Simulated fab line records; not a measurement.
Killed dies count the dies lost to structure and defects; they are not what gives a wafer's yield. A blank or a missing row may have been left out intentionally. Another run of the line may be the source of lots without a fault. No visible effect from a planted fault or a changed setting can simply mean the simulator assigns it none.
Chamber matching ; flow nand-harc ; NHARC_A_BLC_STRIP_21 on rie-diel-09 has 4 sister chambers
The step strips in O2. 4 wafers are shown with their chamber, then 10 later ones without.

## WAFERS WITH THEIR CHAMBER
wafer;chamber;showerhead-plenum-p-Torr (Torr)
L311.2;1;3.50
L315.3;2;3.72
L318.1;3;3.34
L323.5;0;3.62

## WAFERS WITHOUT THEIR CHAMBER
wafer;showerhead-plenum-p-Torr (Torr)
L323.6;3.34
L317.2;3.72
L317.4;3.62
L317.6;3.34
L326.1;3.34
L326.2;3.72
L326.6;3.49
L327.1;3.34
L327.2;3.49
L327.3;3.61

## THE CHAMBER EACH PASSED THROUGH
wafer;from the rows above;in truth
L323.6;3;3
L317.2;2;2
L317.4;0;0
L317.6;3;3
L326.1;3;3
L326.2;2;2
L326.6;1;1
L327.1;3;3
L327.2;1;1
L327.3;0;0
Correctly placed: 10 of 10. Left unplaced by these rows: 0. 0 placed wrongly.
How it was worked out, from the rows above alone: a wafer's distance from a chamber is the root of the sum, over the readings, of the square of ((its reading less the chamber's mean) divided by the reading's scatter). The wafer belongs to the nearest chamber; if the next one is less than 2 further off, it can't be placed. The mean given for a chamber averages the wafers shown for that chamber. The scatter: root of mean squared gap, hidden wafer to nearest shown wafer, with one shown wafer a chamber.
